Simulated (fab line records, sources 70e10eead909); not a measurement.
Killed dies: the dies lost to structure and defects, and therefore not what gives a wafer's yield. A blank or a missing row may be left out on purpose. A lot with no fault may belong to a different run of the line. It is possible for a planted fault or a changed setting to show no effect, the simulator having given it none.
fab line records / flow nandHarc
record: lots: 13 wafers: 39 lastDay: 33
route steps=1302 shown P_BONDPAD@351 END@1302
lots with no fault: from the same line, run without faults
startH: hours from the record's first day to the start of the lot's first wafer shown / waitH: time in hours since the lot's previous step / " as in the row above / L1.1+2: one row covering several wafers at once / - no value, or no start was given / * or withheld: withheld / < > ~ a bound
route shown NAME@n: NAME is a module with steps in the file, n the number in the route of the first one / usual: mean and standard deviation over wafers with no fault / same: alike in all rows / chamber/n: place in a boat / sites: each site's reading / _std_site: the standard deviation of these / _edge_site: the outer-site mean with the inner-site mean subtracted / radiusMm: for every site, how far away it sits from the centre of the wafer / mask NAME#n: copy n / behind: the most recent tool/chamber to have shaped the wafer / hold: why the lot went on hold/how many hours it stayed there/how the hold came to an end / device: transistor that didn't switch, given as n, p or np / end of line: at the end of the route, the tests of the same wafers / a step with no rows: only its recipe / killed: count of dies lost to structure and defects at first sort (not the wafer's yield) / map: the dies of a wafer, with x for killed, . for not killed, _ for no die there
set.NAME: the setting as run; set.NAME@STEP: as run at that earlier step / model.NAME: the simulator's own value behind a step, which no gauge read
a sample of lots followed through the steps of the route, with each step as a table and each wafer as a row
services: the hour from which a tool's chamber was out of use, counted from the record's first day as startH (under 0 if before that day), plus the number of hours and why
== steps ==
step: NHARC_P_BONDPAD_DEP_00
recipe: targetThkA: 2500 tempC: 370 targetThkNm: 250 pressureTorr: 3 flowSccm: 200 rfW: 450 material: SiCN
usual: heaterPowerW: 570/83
lot.wafer=L358.2 tool=pecvd-03 chamber=1 startH=137.39 waitH=- heaterPowerW=511
lot.wafer=L358.5 tool=pecvd-03 chamber=2 startH=137.39 waitH=- heaterPowerW=460
lot.wafer=L358.4 tool=pecvd-03 chamber=1 startH=137.39 waitH=- heaterPowerW=525
lot.wafer=L359.2 tool=pecvd-04 chamber=2 startH=140.80 waitH=- heaterPowerW=682
lot.wafer=L359.3 tool=pecvd-04 chamber=0 startH=140.80 waitH=- heaterPowerW=478
lot.wafer=L359.6 tool=pecvd-04 chamber=0 startH=140.80 waitH=- heaterPowerW=484
lot.wafer=L360.2 tool=pecvd-01 chamber=2 startH=154.71 waitH=- heaterPowerW=563
lot.wafer=L360.1 tool=pecvd-01 chamber=0 startH=154.71 waitH=- heaterPowerW=583
lot.wafer=L360.3 tool=pecvd-01 chamber=1 startH=154.71 waitH=- heaterPowerW=717
lot.wafer=L361.1 tool=pecvd-04 chamber=1 startH=166.23 waitH=- heaterPowerW=582
lot.wafer=L361.2 tool=pecvd-04 chamber=0 startH=166.23 waitH=- heaterPowerW=503
lot.wafer=L361.5 tool=pecvd-04 chamber=1 startH=166.23 waitH=- heaterPowerW=611
lot.wafer=L362.3 tool=pecvd-04 chamber=1 startH=167.80 waitH=- heaterPowerW=662
lot.wafer=L362.4 tool=pecvd-04 chamber=1 startH=167.80 waitH=- heaterPowerW=687
lot.wafer=L362.6 tool=pecvd-04 chamber=0 startH=167.80 waitH=- heaterPowerW=506
lot.wafer=L364.3 tool=pecvd-01 chamber=0 startH=- waitH=- heaterPowerW=572
lot.wafer=L364.1 tool=pecvd-01 chamber=1 startH=- waitH=- heaterPowerW=612
lot.wafer=L364.5 tool=pecvd-01 chamber=1 startH=- waitH=- heaterPowerW=645
lot.wafer=L366.3 tool=pecvd-03 chamber=0 startH=223.35 waitH=- heaterPowerW=566
lot.wafer=L366.6 tool=pecvd-03 chamber=0 startH=223.35 waitH=- heaterPowerW=557
lot.wafer=L366.4 tool=pecvd-03 chamber=1 startH=223.35 waitH=- heaterPowerW=538
lot.wafer=L367.3 tool=pecvd-03 chamber=2 startH=225.02 waitH=- heaterPowerW=459
lot.wafer=L367.2 tool=pecvd-03 chamber=1 startH=225.02 waitH=- heaterPowerW=641
lot.wafer=L367.4 tool=pecvd-03 chamber=2 startH=225.02 waitH=- heaterPowerW=466
lot.wafer=L371.3 tool=pecvd-04 chamber=2 startH=260.69 waitH=- heaterPowerW=669
lot.wafer=L371.4 tool=pecvd-04 chamber=1 startH=260.69 waitH=- heaterPowerW=646
lot.wafer=L371.6 tool=pecvd-04 chamber=2 startH=260.69 waitH=- heaterPowerW=676
lot.wafer=L373.3 tool=pecvd-01 chamber=1 startH=277.30 waitH=- heaterPowerW=627
lot.wafer=L373.6 tool=pecvd-01 chamber=1 startH=277.30 waitH=- heaterPowerW=638
lot.wafer=L373.5 tool=pecvd-01 chamber=0 startH=277.30 waitH=- heaterPowerW=530
lot.wafer=L377.2 tool=pecvd-04 chamber=0 startH=320.48 waitH=- heaterPowerW=476
lot.wafer=L377.1 tool=pecvd-04 chamber=2 startH=320.48 waitH=- heaterPowerW=656
lot.wafer=L377.5 tool=pecvd-04 chamber=0 startH=320.48 waitH=- heaterPowerW=480
lot.wafer=L378.1 tool=pecvd-01 chamber=2 startH=336.34 waitH=- heaterPowerW=549
lot.wafer=L378.3 tool=pecvd-01 chamber=0 startH=336.34 waitH=- heaterPowerW=531
lot.wafer=L378.5 tool=pecvd-01 chamber=2 startH=336.34 waitH=- heaterPowerW=553
lot.wafer=L381.1 tool=pecvd-01 chamber=2 startH=362.49 waitH=- heaterPowerW=569
lot.wafer=L381.3 tool=pecvd-01 chamber=0 startH=362.49 waitH=- heaterPowerW=481
lot.wafer=L381.5 tool=pecvd-01 chamber=0 startH=362.49 waitH=- heaterPowerW=502
step: NHARC_P_BONDPAD_THK_MEAS_33
recipe: thkMeasGauge: ellipsometry
usual: thkNm: 200.3/1.4
lot.wafer=L358.2 tool=filmMetro-02 chamber=- startH=137.96 waitH=0.2 thkNm=199.4
lot.wafer=L358.4 tool=filmMetro-02 chamber=- startH=137.96 waitH=0.2 thkNm=201.9
lot.wafer=L358.5 tool=filmMetro-02 chamber=- startH=137.96 waitH=0.2 thkNm=198.9
lot.wafer=L359.2 tool=filmMetro-02 chamber=- startH=141.41 waitH=0.2 thkNm=200.0
lot.wafer=L359.3 tool=filmMetro-02 chamber=- startH=141.41 waitH=0.2 thkNm=200.4
lot.wafer=L359.6 tool=filmMetro-02 chamber=- startH=141.41 waitH=0.2 thkNm=199.0
lot.wafer=L360.1 tool=filmMetro-01 chamber=- startH=155.37 waitH=0.2 thkNm=199.1
lot.wafer=L360.2 tool=filmMetro-01 chamber=- startH=155.37 waitH=0.2 thkNm=200.4
lot.wafer=L360.3 tool=filmMetro-01 chamber=- startH=155.37 waitH=0.2 thkNm=201.3
lot.wafer=L361.1 tool=filmMetro-01 chamber=- startH=166.89 waitH=0.2 thkNm=202.0
lot.wafer=L361.2 tool=filmMetro-01 chamber=- startH=166.89 waitH=0.2 thkNm=200.5
lot.wafer=L361.5 tool=filmMetro-01 chamber=- startH=166.89 waitH=0.2 thkNm=202.7
lot.wafer=L362.3 tool=filmMetro-01 chamber=- startH=168.46 waitH=0.2 thkNm=200.2
lot.wafer=L362.4 tool=filmMetro-01 chamber=- startH=168.46 waitH=0.2 thkNm=201.5
lot.wafer=L362.6 tool=filmMetro-01 chamber=- startH=168.46 waitH=0.2 thkNm=199.0
lot.wafer=L364.1 tool=filmMetro-01 chamber=- startH=196.10 waitH=0.2 thkNm=200.5
lot.wafer=L364.3 tool=filmMetro-01 chamber=- startH=196.10 waitH=0.2 thkNm=199.1
lot.wafer=L364.5 tool=filmMetro-01 chamber=- startH=196.10 waitH=0.2 thkNm=201.6
lot.wafer=L366.3 tool=filmMetro-01 chamber=- startH=223.97 waitH=0.2 thkNm=203.2
lot.wafer=L366.4 tool=filmMetro-01 chamber=- startH=223.97 waitH=0.2 thkNm=201.6
lot.wafer=L366.6 tool=filmMetro-01 chamber=- startH=223.97 waitH=0.2 thkNm=200.2
lot.wafer=L367.2 tool=filmMetro-01 chamber=- startH=225.68 waitH=0.2 thkNm=199.6
lot.wafer=L367.3 tool=filmMetro-01 chamber=- startH=225.68 waitH=0.2 thkNm=200.0
lot.wafer=L367.4 tool=filmMetro-01 chamber=- startH=225.68 waitH=0.2 thkNm=201.7
lot.wafer=L371.3 tool=filmMetro-02 chamber=- startH=261.26 waitH=0.2 thkNm=202.2
lot.wafer=L371.4 tool=filmMetro-02 chamber=- startH=261.26 waitH=0.2 thkNm=200.4
lot.wafer=L371.6 tool=filmMetro-02 chamber=- startH=261.26 waitH=0.2 thkNm=198.8
lot.wafer=L373.3 tool=filmMetro-02 chamber=- startH=277.96 waitH=0.2 thkNm=198.6
lot.wafer=L373.5 tool=filmMetro-02 chamber=- startH=277.96 waitH=0.2 thkNm=201.4
lot.wafer=L373.6 tool=filmMetro-02 chamber=- startH=277.96 waitH=0.2 thkNm=199.4
lot.wafer=L377.1 tool=filmMetro-01 chamber=- startH=321.14 waitH=0.2 thkNm=202.5
lot.wafer=L377.2 tool=filmMetro-01 chamber=- startH=321.14 waitH=0.2 thkNm=199.8
lot.wafer=L377.5 tool=filmMetro-01 chamber=- startH=321.14 waitH=0.2 thkNm=203.1
lot.wafer=L378.1 tool=filmMetro-01 chamber=- startH=336.96 waitH=0.2 thkNm=203.5
lot.wafer=L378.3 tool=filmMetro-01 chamber=- startH=336.96 waitH=0.2 thkNm=199.8
lot.wafer=L378.5 tool=filmMetro-01 chamber=- startH=336.96 waitH=0.2 thkNm=200.8
lot.wafer=L381.1 tool=filmMetro-02 chamber=- startH=363.14 waitH=0.2 thkNm=197.2
lot.wafer=L381.3 tool=filmMetro-02 chamber=- startH=363.14 waitH=0.2 thkNm=200.8
lot.wafer=L381.5 tool=filmMetro-02 chamber=- startH=363.14 waitH=0.2 thkNm=201.2
step: NHARC_P_BONDPAD_ETCH_24
recipe: targetDepthA: 300 overEtchFrac: 0.3 timeS: 72.99 ionEnergyEv: 150 cf4FlowSccm: 50 n2FlowSccm: 100 arFlowSccm: 150 rfW: 300 biasW: 100 chemistry: CF4/N2
usual: drypumpMotorCurrentA: 5.9/0.54 mfcArSccm: 150.0/0.49 oesProductAu: 0.998/0.0068 rfVppV: 315.0/2.1 runLengthS: 94.2/0.47 showerheadPlenumPTorr: 2.67/0.11 throttleValvePct: 19.794/0.0099
same: overEtchFrac: 0.3
lot.wafer=L358.4 tool=rieDiel-05 chamber=2 startH=139.28 waitH=- drypumpMotorCurrentA=6.0 mfcArSccm=150.3 oesProductAu=0.996 rfHoursCounterH=2 rfVppV=310.4 runLengthS=94.5 showerheadPlenumPTorr=2.46 throttleValvePct=19.804
lot.wafer=L358.2 tool=rieDiel-05 chamber=0 startH=139.28 waitH=- drypumpMotorCurrentA=4.9 mfcArSccm=150.4 oesProductAu=0.994 rfHoursCounterH=2 rfVppV=314.8 runLengthS=94.4 showerheadPlenumPTorr=2.57 throttleValvePct=19.781
lot.wafer=L358.5 tool=rieDiel-05 chamber=2 startH=139.28 waitH=- drypumpMotorCurrentA=6.0 mfcArSccm=149.7 oesProductAu=0.985 rfHoursCounterH=- rfVppV=309.1 runLengthS=95.1 showerheadPlenumPTorr=2.46 throttleValvePct=19.799
lot.wafer=L359.2 tool=rieDiel-09 chamber=2 startH=142.73 waitH=- drypumpMotorCurrentA=6.2 mfcArSccm=149.8 oesProductAu=0.994 rfHoursCounterH=7 rfVppV=313.6 runLengthS=94.5 showerheadPlenumPTorr=2.64 throttleValvePct=19.791
lot.wafer=L359.3 tool=rieDiel-09 chamber=1 startH=142.73 waitH=- drypumpMotorCurrentA=6.7 mfcArSccm=150.5 oesProductAu=1.008 rfHoursCounterH=11 rfVppV=311.5 runLengthS=94.2 showerheadPlenumPTorr=2.54 throttleValvePct=19.802
lot.wafer=L359.6 tool=rieDiel-09 chamber=3 startH=142.73 waitH=- drypumpMotorCurrentA=6.2 mfcArSccm=149.8 oesProductAu=1.002 rfHoursCounterH=- rfVppV=316.9 runLengthS=94.6 showerheadPlenumPTorr=2.77 throttleValvePct=19.780
lot.wafer=L360.3 tool=rieDiel-05 chamber=0 startH=156.58 waitH=- drypumpMotorCurrentA=4.9 mfcArSccm=149.8 oesProductAu=1.010 rfHoursCounterH=3 rfVppV=313.3 runLengthS=94.4 showerheadPlenumPTorr=2.57 throttleValvePct=19.790
lot.wafer=L360.1 tool=rieDiel-05 chamber=1 startH=156.58 waitH=- drypumpMotorCurrentA=6.4 mfcArSccm=150.4 oesProductAu=1.009 rfHoursCounterH=3 rfVppV=317.0 runLengthS=93.6 showerheadPlenumPTorr=2.78 throttleValvePct=19.781
lot.wafer=L360.2 tool=rieDiel-05 chamber=2 startH=156.58 waitH=- drypumpMotorCurrentA=6.0 mfcArSccm=150.8 oesProductAu=0.990 rfHoursCounterH=2 rfVppV=310.2 runLengthS=94.3 showerheadPlenumPTorr=2.46 throttleValvePct=19.796
lot.wafer=L361.1 tool=rieDiel-09 chamber=2 startH=168.21 waitH=- drypumpMotorCurrentA=6.2 mfcArSccm=149.5 oesProductAu=0.991 rfHoursCounterH=1 rfVppV=313.9 runLengthS=94.5 showerheadPlenumPTorr=2.64 throttleValvePct=19.795
lot.wafer=L361.2 tool=rieDiel-09 chamber=3 startH=168.21 waitH=- drypumpMotorCurrentA=6.2 mfcArSccm=149.7 oesProductAu=1.004 rfHoursCounterH=1 rfVppV=316.0 runLengthS=94.6 showerheadPlenumPTorr=2.78 throttleValvePct=19.787
lot.wafer=L361.5 tool=rieDiel-09 chamber=2 startH=168.21 waitH=- drypumpMotorCurrentA=6.2 mfcArSccm=150.3 oesProductAu=0.995 rfHoursCounterH=- rfVppV=315.1 runLengthS=94.1 showerheadPlenumPTorr=2.64 throttleValvePct=19.804
lot.wafer=L362.4 tool=rieDiel-04 chamber=1 startH=169.78 waitH=- drypumpMotorCurrentA=5.4 mfcArSccm=149.3 oesProductAu=0.995 rfHoursCounterH=6 rfVppV=314.0 runLengthS=93.9 showerheadPlenumPTorr=2.65 throttleValvePct=19.782
lot.wafer=L362.3 tool=rieDiel-04 chamber=2 startH=169.78 waitH=- drypumpMotorCurrentA=6.3 mfcArSccm=149.5 oesProductAu=0.991 rfHoursCounterH=7 rfVppV=319.6 runLengthS=95.2 showerheadPlenumPTorr=2.82 throttleValvePct=19.785
lot.wafer=L362.6 tool=rieDiel-04 chamber=1 startH=169.78 waitH=- drypumpMotorCurrentA=5.4 mfcArSccm=149.6 oesProductAu=0.989 rfHoursCounterH=- rfVppV=315.0 runLengthS=94.8 showerheadPlenumPTorr=2.65 throttleValvePct=19.797
lot.wafer=L364.3 tool=rieDiel-05 chamber=1 startH=197.30 waitH=- drypumpMotorCurrentA=6.4 mfcArSccm=150.2 oesProductAu=0.997 rfHoursCounterH=3 rfVppV=316.7 runLengthS=93.4 showerheadPlenumPTorr=2.78 throttleValvePct=19.790
lot.wafer=L364.1 tool=rieDiel-05 chamber=3 startH=197.30 waitH=- drypumpMotorCurrentA=5.5 mfcArSccm=150.2 oesProductAu=0.988 rfHoursCounterH=3 rfVppV=315.6 runLengthS=94.0 showerheadPlenumPTorr=2.67 throttleValvePct=19.784
lot.wafer=L364.5 tool=rieDiel-05 chamber=0 startH=197.30 waitH=- drypumpMotorCurrentA=4.9 mfcArSccm=150.3 oesProductAu=1.000 rfHoursCounterH=- rfVppV=311.8 runLengthS=94.3 showerheadPlenumPTorr=2.57 throttleValvePct=19.810
lot.wafer=L366.3 tool=rieDiel-05 chamber=3 startH=225.32 waitH=- drypumpMotorCurrentA=5.6 mfcArSccm=150.3 oesProductAu=0.994 rfHoursCounterH=4 rfVppV=316.1 runLengthS=94.6 showerheadPlenumPTorr=2.67 throttleValvePct=19.805
lot.wafer=L366.4 tool=rieDiel-05 chamber=1 startH=225.32 waitH=- drypumpMotorCurrentA=6.4 mfcArSccm=150.2 oesProductAu=1.003 rfHoursCounterH=4 rfVppV=316.2 runLengthS=93.3 showerheadPlenumPTorr=2.78 throttleValvePct=19.777
lot.wafer=L366.6 tool=rieDiel-05 chamber=0 startH=225.32 waitH=- drypumpMotorCurrentA=4.9 mfcArSccm=149.9 oesProductAu=0.994 rfHoursCounterH=- rfVppV=312.2 runLengthS=94.3 showerheadPlenumPTorr=2.57 throttleValvePct=19.798
lot.wafer=L367.2 tool=rieDiel-04 chamber=1 startH=226.90 waitH=0.1 drypumpMotorCurrentA=5.4 mfcArSccm=150.0 oesProductAu=1.009 rfHoursCounterH=2 rfVppV=314.0 runLengthS=94.3 showerheadPlenumPTorr=2.65 throttleValvePct=19.798
lot.wafer=L367.3 tool=rieDiel-04 chamber=0 startH=226.90 waitH=0.1 drypumpMotorCurrentA=5.4 mfcArSccm=149.6 oesProductAu=0.988 rfHoursCounterH=2 rfVppV=315.7 runLengthS=93.3 showerheadPlenumPTorr=2.75 throttleValvePct=19.813
lot.wafer=L367.4 tool=rieDiel-04 chamber=2 startH=226.90 waitH=0.1 drypumpMotorCurrentA=6.3 mfcArSccm=149.4 oesProductAu=0.997 rfHoursCounterH=- rfVppV=315.2 runLengthS=94.8 showerheadPlenumPTorr=2.82 throttleValvePct=19.782
lot.wafer=L371.4 tool=rieDiel-05 chamber=0 startH=262.58 waitH=- drypumpMotorCurrentA=4.9 mfcArSccm=149.9 oesProductAu=0.992 rfHoursCounterH=1 rfVppV=313.4 runLengthS=77.5 showerheadPlenumPTorr=2.57 throttleValvePct=19.806
lot.wafer=L371.3 tool=rieDiel-05 chamber=1 startH=262.58 waitH=- drypumpMotorCurrentA=6.4 mfcArSccm=150.4 oesProductAu=0.994 rfHoursCounterH=1 rfVppV=317.1 runLengthS=93.2 showerheadPlenumPTorr=2.78 throttleValvePct=19.798
lot.wafer=L371.6 tool=rieDiel-05 chamber=3 startH=262.58 waitH=- drypumpMotorCurrentA=5.5 mfcArSccm=150.2 oesProductAu=0.996 rfHoursCounterH=- rfVppV=316.0 runLengthS=94.5 showerheadPlenumPTorr=2.67 throttleValvePct=19.784
lot.wafer=L373.3 tool=rieDiel-05 chamber=2 startH=279.30 waitH=- drypumpMotorCurrentA=6.0 mfcArSccm=149.7 oesProductAu=0.999 rfHoursCounterH=1 rfVppV=311.5 runLengthS=94.9 showerheadPlenumPTorr=2.46 throttleValvePct=19.810
lot.wafer=L373.5 tool=rieDiel-05 chamber=3 startH=279.30 waitH=- drypumpMotorCurrentA=5.5 mfcArSccm=150.3 oesProductAu=1.002 rfHoursCounterH=- rfVppV=315.2 runLengthS=94.6 showerheadPlenumPTorr=2.67 throttleValvePct=19.786
lot.wafer=L373.6 tool=rieDiel-05 chamber=0 startH=279.30 waitH=- drypumpMotorCurrentA=4.9 mfcArSccm=150.1 oesProductAu=0.987 rfHoursCounterH=- rfVppV=311.9 runLengthS=78.0 showerheadPlenumPTorr=2.57 throttleValvePct=19.792
lot.wafer=L377.2 tool=rieDiel-04 chamber=0 startH=322.38 waitH=- drypumpMotorCurrentA=5.4 mfcArSccm=149.5 oesProductAu=0.993 rfHoursCounterH=7 rfVppV=316.6 runLengthS=93.7 showerheadPlenumPTorr=2.75 throttleValvePct=19.789
lot.wafer=L377.1 tool=rieDiel-04 chamber=2 startH=322.38 waitH=- drypumpMotorCurrentA=6.3 mfcArSccm=150.9 oesProductAu=0.998 rfHoursCounterH=7 rfVppV=317.6 runLengthS=95.0 showerheadPlenumPTorr=2.82 throttleValvePct=19.795
lot.wafer=L377.5 tool=rieDiel-04 chamber=0 startH=322.38 waitH=- drypumpMotorCurrentA=5.4 mfcArSccm=150.2 oesProductAu=0.999 rfHoursCounterH=- rfVppV=315.5 runLengthS=93.8 showerheadPlenumPTorr=2.75 throttleValvePct=19.795
lot.wafer=L378.3 tool=rieDiel-09 chamber=2 startH=338.33 waitH=0.2 drypumpMotorCurrentA=6.2 mfcArSccm=149.7 oesProductAu=1.003 rfHoursCounterH=0 rfVppV=314.0 runLengthS=94.5 showerheadPlenumPTorr=2.63 throttleValvePct=19.794
lot.wafer=L378.1 tool=rieDiel-09 chamber=0 startH=338.33 waitH=0.2 drypumpMotorCurrentA=5.7 mfcArSccm=149.4 oesProductAu=0.991 rfHoursCounterH=0 rfVppV=316.7 runLengthS=93.9 showerheadPlenumPTorr=2.81 throttleValvePct=19.786
lot.wafer=L378.5 tool=rieDiel-09 chamber=2 startH=338.33 waitH=0.2 drypumpMotorCurrentA=6.2 mfcArSccm=150.4 oesProductAu=0.999 rfHoursCounterH=- rfVppV=314.3 runLengthS=94.5 showerheadPlenumPTorr=2.63 throttleValvePct=19.788
lot.wafer=L381.3 tool=rieDiel-04 chamber=1 startH=364.34 waitH=- drypumpMotorCurrentA=5.4 mfcArSccm=149.9 oesProductAu=0.992 rfHoursCounterH=0 rfVppV=315.7 runLengthS=94.1 showerheadPlenumPTorr=2.64 throttleValvePct=19.801
lot.wafer=L381.1 tool=rieDiel-04 chamber=2 startH=364.34 waitH=- drypumpMotorCurrentA=6.3 mfcArSccm=150.6 oesProductAu=0.998 rfHoursCounterH=0 rfVppV=317.3 runLengthS=94.8 showerheadPlenumPTorr=2.82 throttleValvePct=19.800
lot.wafer=L381.5 tool=rieDiel-04 chamber=1 startH=364.34 waitH=- drypumpMotorCurrentA=5.4 mfcArSccm=150.2 oesProductAu=1.004 rfHoursCounterH=- rfVppV=315.3 runLengthS=94.0 showerheadPlenumPTorr=2.65 throttleValvePct=19.805
step: NHARC_P_BONDPAD_ANNEAL_28
recipe: tempC: 225 timeS: 90
usual: wafer_temp_C_max: 225.92/0.25
lot.wafer=L358.2 tool=rtpAnneal-02 chamber=0 startH=140.46 waitH=- wafer_temp_C_max=225.80
lot.wafer=L358.4 tool=rtpAnneal-02 chamber=0 startH=140.46 waitH=- wafer_temp_C_max=226.29
lot.wafer=L358.5 tool=rtpAnneal-02 chamber=0 startH=140.46 waitH=- wafer_temp_C_max=225.69
lot.wafer=L359.2 tool=rtpAnneal-01 chamber=0 startH=143.91 waitH=0.4 wafer_temp_C_max=225.88
lot.wafer=L359.3 tool=rtpAnneal-01 chamber=0 startH=143.91 waitH=0.4 wafer_temp_C_max=225.67
lot.wafer=L359.6 tool=rtpAnneal-01 chamber=0 startH=143.91 waitH=0.4 wafer_temp_C_max=226.13
lot.wafer=L360.1 tool=rtpAnneal-02 chamber=0 startH=157.72 waitH=- wafer_temp_C_max=225.75
lot.wafer=L360.2 tool=rtpAnneal-02 chamber=0 startH=157.72 waitH=- wafer_temp_C_max=225.74
lot.wafer=L360.3 tool=rtpAnneal-02 chamber=0 startH=157.72 waitH=- wafer_temp_C_max=225.98
lot.wafer=L361.1 tool=rtpAnneal-02 chamber=0 startH=169.35 waitH=- wafer_temp_C_max=225.70
lot.wafer=L361.2 tool=rtpAnneal-02 chamber=0 startH=169.35 waitH=- wafer_temp_C_max=225.97
lot.wafer=L361.5 tool=rtpAnneal-02 chamber=0 startH=169.35 waitH=- wafer_temp_C_max=225.52
lot.wafer=L362.3 tool=rtpAnneal-01 chamber=0 startH=171.01 waitH=- wafer_temp_C_max=225.98
lot.wafer=L362.4 tool=rtpAnneal-01 chamber=0 startH=171.01 waitH=- wafer_temp_C_max=225.66
lot.wafer=L362.6 tool=rtpAnneal-01 chamber=0 startH=171.01 waitH=- wafer_temp_C_max=226.16
lot.wafer=L364.1 tool=rtpAnneal-02 chamber=0 startH=198.43 waitH=0.3 wafer_temp_C_max=226.11
lot.wafer=L364.3 tool=rtpAnneal-02 chamber=0 startH=198.43 waitH=0.3 wafer_temp_C_max=225.47
lot.wafer=L364.5 tool=rtpAnneal-02 chamber=0 startH=198.43 waitH=0.3 wafer_temp_C_max=226.10
lot.wafer=L366.3 tool=rtpAnneal-01 chamber=0 startH=226.59 waitH=- wafer_temp_C_max=226.02
lot.wafer=L366.4 tool=rtpAnneal-01 chamber=0 startH=226.59 waitH=- wafer_temp_C_max=226.17
lot.wafer=L366.6 tool=rtpAnneal-01 chamber=0 startH=226.59 waitH=- wafer_temp_C_max=226.09
lot.wafer=L367.2 tool=rtpAnneal-02 chamber=0 startH=228.11 waitH=- wafer_temp_C_max=226.01
lot.wafer=L367.3 tool=rtpAnneal-02 chamber=0 startH=228.11 waitH=- wafer_temp_C_max=225.95
lot.wafer=L367.4 tool=rtpAnneal-02 chamber=0 startH=228.11 waitH=- wafer_temp_C_max=226.41
lot.wafer=L371.3 tool=rtpAnneal-01 chamber=0 startH=263.82 waitH=- wafer_temp_C_max=226.00
lot.wafer=L371.4 tool=rtpAnneal-01 chamber=0 startH=263.82 waitH=- wafer_temp_C_max=225.84
lot.wafer=L371.6 tool=rtpAnneal-01 chamber=0 startH=263.82 waitH=- wafer_temp_C_max=225.59
lot.wafer=L373.3 tool=rtpAnneal-01 chamber=0 startH=280.61 waitH=0.4 wafer_temp_C_max=226.08
lot.wafer=L373.5 tool=rtpAnneal-01 chamber=0 startH=280.61 waitH=0.4 wafer_temp_C_max=225.63
lot.wafer=L373.6 tool=rtpAnneal-01 chamber=0 startH=280.61 waitH=0.4 wafer_temp_C_max=226.41
lot.wafer=L377.1 tool=rtpAnneal-01 chamber=0 startH=323.51 waitH=0.3 wafer_temp_C_max=225.89
lot.wafer=L377.2 tool=rtpAnneal-01 chamber=0 startH=323.51 waitH=0.3 wafer_temp_C_max=225.89
lot.wafer=L377.5 tool=rtpAnneal-01 chamber=0 startH=323.51 waitH=0.3 wafer_temp_C_max=225.99
lot.wafer=L378.1 tool=rtpAnneal-02 chamber=0 startH=339.48 waitH=- wafer_temp_C_max=225.85
lot.wafer=L378.3 tool=rtpAnneal-02 chamber=0 startH=339.48 waitH=- wafer_temp_C_max=225.84
lot.wafer=L378.5 tool=rtpAnneal-02 chamber=0 startH=339.48 waitH=- wafer_temp_C_max=225.60
lot.wafer=L381.1 tool=rtpAnneal-02 chamber=0 startH=365.47 waitH=0.3 wafer_temp_C_max=226.00
lot.wafer=L381.3 tool=rtpAnneal-02 chamber=0 startH=365.47 waitH=0.3 wafer_temp_C_max=225.50
lot.wafer=L381.5 tool=rtpAnneal-02 chamber=0 startH=365.47 waitH=0.3 wafer_temp_C_max=226.19
step: NHARC_END_SORT_01
recipe: tempC: 25
usual: defectLimitedYield: 90.6/2.7 killedAtArray: 59/19 killedAtOther: 0.6/0.85 killedAtPeriphery: 3.8/2.5 killedDies: 64/19 killedOpen: 3.3/1.8 killedShort: 2.2/1.6
same: grossDies: 677
lot.wafer=L371.3 tool=prober-02 chamber=0 startH=700.93 waitH=5.5 defectLimitedYield[%]=87.1 killedAtArray=84 killedAtOther=0 killedAtPeriphery=3 killedDies=87 killedOpen=4 killedShort=1
lot.wafer=L371.4 tool=prober-02 chamber=0 startH=701.73 waitH=5.8 defectLimitedYield[%]=88.5 killedAtArray=76 killedAtOther=0 killedAtPeriphery=2 killedDies=78 killedOpen=5 killedShort=2
lot.wafer=L371.6 tool=prober-02 chamber=0 startH=703.35 waitH=6.4 defectLimitedYield[%]=88.9 killedAtArray=71 killedAtOther=0 killedAtPeriphery=4 killedDies=75 killedOpen=3 killedShort=3
killed by level:class
L371.3 A_CHANNEL_HOLE_D1:chamberFilmFlake=32 A_SLIT:chamberFilmFlake=29 A_CHANNEL_HOLE_D2:chamberFilmFlake=12 A_CONTACT:chamberFilmFlake=4 A_CHANNEL_FILL_D2:geometricParticle:open=2 A_WL_FILL:chamberFilmFlake=2 P_CONTACT:geometricParticle:open=1 A_ONON_D1:geometricParticle:open=1
L371.4 A_CHANNEL_HOLE_D1:chamberFilmFlake=26 A_SLIT:chamberFilmFlake=24 A_CHANNEL_HOLE_D2:chamberFilmFlake=11 A_CONTACT:chamberFilmFlake=5 A_ONON_D1:geometricParticle:short=2 A_CHANNEL_FILL_D1:geometricParticle:open=2 A_BONDPAD:chamberFilmFlake=2 A_DECK1_JOINT:geometricParticle:open=1
L371.6 A_SLIT:chamberFilmFlake=28 A_CHANNEL_HOLE_D1:chamberFilmFlake=18 A_CHANNEL_HOLE_D2:chamberFilmFlake=10 A_CONTACT:chamberFilmFlake=5 A_BONDPAD:chamberFilmFlake=3 P_M1:chamberFilmFlake=2 A_WL_FILL:chamberFilmFlake=2 P_CONTACT:geometricParticle:open=1
== services ==
tool=rieDiel-04 chamber=1 startH=118.72 hours=12.6 kind=repair
tool=pecvd-01 chamber=- startH=130.21 hours=13.0 kind=pm
tool=rieDiel-05 chamber=0 startH=135.10 hours=- kind=clean
tool=rieDiel-09 chamber=- startH=136.42 hours=0.7 kind=repair
tool=rieDiel-09 chamber=- startH=143.10 hours=9.0 kind=pm
tool=rieDiel-09 chamber=3 startH=177.86 hours=1.3 kind=repair
tool=rieDiel-04 chamber=- startH=177.94 hours=9.0 kind=pm
tool=pecvd-03 chamber=- startH=185.00 hours=13.0 kind=pm
tool=rieDiel-09 chamber=0 startH=202.43 hours=7.9 kind=repair
tool=rieDiel-04 chamber=3 startH=211.51 hours=19.7 kind=repair
tool=rieDiel-05 chamber=- startH=229.60 hours=9.0 kind=pm
tool=pecvd-03 chamber=0 startH=237.07 hours=6.9 kind=repair
tool=pecvd-04 chamber=- startH=245.04 hours=1.2 kind=repair
tool=pecvd-01 chamber=- startH=266.43 hours=0.6 kind=repair
tool=pecvd-04 chamber=- startH=269.34 hours=13.0 kind=pm
tool=rieDiel-09 chamber=1 startH=285.79 hours=15.3 kind=repair
tool=rieDiel-05 chamber=2 startH=296.52 hours=3.6 kind=repair
tool=pecvd-01 chamber=- startH=311.21 hours=13.0 kind=pm
tool=rieDiel-09 chamber=- startH=316.92 hours=0.6 kind=repair
tool=rieDiel-09 chamber=- startH=320.10 hours=9.0 kind=pm
tool=rieDiel-09 chamber=3 startH=329.61 hours=22.1 kind=repair
tool=rieDiel-05 chamber=2 startH=334.76 hours=1.2 kind=repair
tool=rieDiel-04 chamber=- startH=354.94 hours=9.0 kind=pm
tool=rieDiel-05 chamber=3 startH=355.09 hours=2.7 kind=repair
== key ==
firstSign: step: NHARC_P_BONDPAD_ETCH_24 reading: runLengthS direction: down sigmas: 35 usual: * struck: *
effect none on later readings
metAt NHARC_P_BONDPAD_ETCH_24
struckLots L371,L373
struckWafers L371.4,L373.6
notActingAt NHARC_P_BONDPAD_DEP_00,NHARC_P_BONDPAD_THK_MEAS_33,NHARC_P_BONDPAD_ANNEAL_28
onsetBetween 225.32 262.58
fault: kind: processParameterDrift tool: rieDiel-05 chamber: 0 onsetH: 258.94 steps: NHARC_P_BONDPAD_ETCH_24 channel: timeS offset: * shape: step endH: 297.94 actsIn: * stated: *
